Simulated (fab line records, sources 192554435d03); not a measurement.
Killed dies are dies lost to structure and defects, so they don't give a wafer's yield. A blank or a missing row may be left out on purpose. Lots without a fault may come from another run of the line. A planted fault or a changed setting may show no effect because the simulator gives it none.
Which tool did it? | flow n5_finfet | 6 lots, 16 wafers sampled, at 1 step of a route of 1938

WHAT THE GAUGES READ, wafer by wafer
N5_BEOL_M7_CD_MEAS_35: target cd 40 nm.
lot  | measured     | on        | cd_nm (nm)
L261 | day 10 05:46 | cd_sem-02 | 41.1 40.7 40.2
L263 | day 10 14:01 | cd_sem-03 | 40.7 40.0 40.3
L270 | day 12 03:04 | cd_sem-01 | 39.8 40.7 39.3
L275 | day 13 11:40 | cd_sem-02 | 40.4 39.6 40.2
L276 | day 14 00:26 | cd_sem-02 | 40.2 40.4
L280 | day 14 20:23 | cd_sem-02 | 41.5 39.8

WHICH TOOL RAN EACH LOT (tool, then ch and the chambers of the sampled wafers, then the start)
The record holds no process step before these readings.

THE ANSWER, worked out from the rows above alone
Rule: what is usual is taken from the lots themselves. Put in order of their means at a reading, lots are off if they are a third of the lots or fewer, leave a main group of 4 or more, and stand apart from it by a gap of 3 or more times the standard deviation of the main group's means; of several such gaps the widest counts. A main group whose means are all the same, to the digits that the tables above print for the reading, isn't used. A lot without any number at a reading at which 4 lots or more have one is off too. The other lots that the step has rows for count as sound.
No lot is off at any reading shown: from this, nothing can be told.

WHAT THE SIMULATOR HAD PUT IN
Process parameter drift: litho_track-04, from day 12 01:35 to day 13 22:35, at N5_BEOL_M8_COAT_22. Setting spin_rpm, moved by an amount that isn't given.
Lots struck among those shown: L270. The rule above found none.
